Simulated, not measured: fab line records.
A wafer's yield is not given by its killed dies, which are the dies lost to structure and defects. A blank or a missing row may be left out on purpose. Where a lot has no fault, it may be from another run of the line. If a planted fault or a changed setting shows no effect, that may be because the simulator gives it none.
A lot that was struck, set against a sound lot    flow nand_harc    17 steps out of a route of 1159
Sound: the wafers L367.2, L367.5, L367.6. Struck: wafers L374.1, L374.6 (left out: L374.5, a lot-mate that was not struck); the cause follows at the end.
Order at every step that has rows: each side's tool, ch and its chambers, its first start. Under that, the readings that differ: sound wafers    struck wafers    difference of the means    sigmas: that difference in standard deviations of wafers without a fault.
alike: words and numbers the same on both sides, and readings whose means are apart by under 2 such deviations; not compared: readings that were withheld, readings missing a value for some wafer, numbers with overlapping values and no deviation given by the record, and bounds like >300 which may hide the same value.
The two part at a step that has a row with sigmas, a row that says differs or no value, or rows on one side only. Numbers that don't overlap but have no deviation are shown without sigmas and don't part them. Lack of a reading on every wafer of one side parts them only where that side has two or more wafers.

first, 2 steps without rows for these wafers: NHARC_P_M0_DESCUM_14 (chemistry O2, time 3 s); NHARC_P_M0_ETCH_34 (etches the open film in N2/H2, target depth 40 nm, overetch 12 nm, time 43.94 s).
NHARC_P_M0_ETCH_15: etches the open film in C4F8/Ar, target depth 150 nm, overetch 15 nm, time 82.5 s.
  sound: rie_diel-07 ch 0,1; struck: rie_diel-13 ch 1,2
  alike: bias_w, oes_product_au, rf_vpp_V
  not compared: rf_hours_counter_h
NHARC_P_M0_CD_MEAS_16:
  sound on cd_sem-01 at day 6 09:58; struck on cd_sem-01 at day 8 03:13
  alike: cd_nm
NHARC_P_M0_STRIP_18: strips in N2/H2.
  sound on rie_diel-09 ch 2,3, day 6 10:04; struck on rie_diel-09 ch 0,3, day 8 03:21
  alike: drypump_motor_current_A, oes_product_au, rf_vpp_V, showerhead_plenum_p_Torr, throttle_valve_pct
  not compared: rf_hours_counter_h
then, 2 steps without rows for these wafers: NHARC_P_M0_STRIP_19 (strips in post etch residue remover, time 600 s); NHARC_P_M0_DEGAS_28 (time 60 s).
NHARC_P_M0_PRE_CLEAN_29: time 30 s.
  sound on pvd_sputter-03; struck on pvd_sputter-03
  alike: heater_power_w
NHARC_P_M0_PVD_20: deposits TaN, target thk 5 nm, time 8.06 s.
  sound on pvd_sputter-03; struck on pvd_sputter-03
  alike: bias_v, throttle_valve_pct
then, 2 steps without rows for these wafers: NHARC_P_M0_PVD_21 (deposits Cu, target thk 30 nm, time 20.49 s); NHARC_P_M0_ECD_22 (material Cu, target thk 400 nm).
NHARC_P_M0_ANNEAL_30: time 90 s.
  sound on rtp_anneal-02 ch 0, day 6 11:23; struck on rtp_anneal-01 ch 0, day 8 04:37
  alike: wafer_temp_C_max
NHARC_P_M0_CMP_23: polishes, t overpolish 20 s, target thk 117.53 nm.
  sound on cmp-01 ch 0,1,3, day 6 11:44; struck on cmp-01 ch 2,3, day 8 05:01
reading                 sound           struck     difference  sigmas
time_to_endpoint_s (s)  28.7 29.4 25.4  37.7 37.8  +9.9        +4
  alike: motor_current_A
following that, these wafers have no rows for 1 step: NHARC_P_M0_SRD_25.
NHARC_P_M0_INSPECT_27:
  sound on defect_inspect-02 at day 6 12:10; struck on defect_inspect-01 at day 8 05:26
reading           sound        struck     difference  sigmas
raw_defect_count  181 425 453  2445 2526  +2132       +16
then, 1 step without rows for these wafers: NHARC_P_M0_PRE_CLEAN_31 (time 12 s).
-- the record jumps here: 13 days lie between the struck wafers' starts before and after (it left off in module P_M0 and takes up again in module END, whose first step shown is number 1159 of the route) --
NHARC_END_SORT_01:
  the record has rows for the struck wafers here (prober-02 ch 0, day 21 09:13) and none for the sound ones

== WHERE THEY PART ==
At NHARC_P_M0_CMP_23 first; at NHARC_END_SORT_01 last (within this record only).

WHY: whatever the simulator had introduced
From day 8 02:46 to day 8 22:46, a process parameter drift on cmp-01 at NHARC_P_M0_CMP_23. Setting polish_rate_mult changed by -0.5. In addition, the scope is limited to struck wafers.
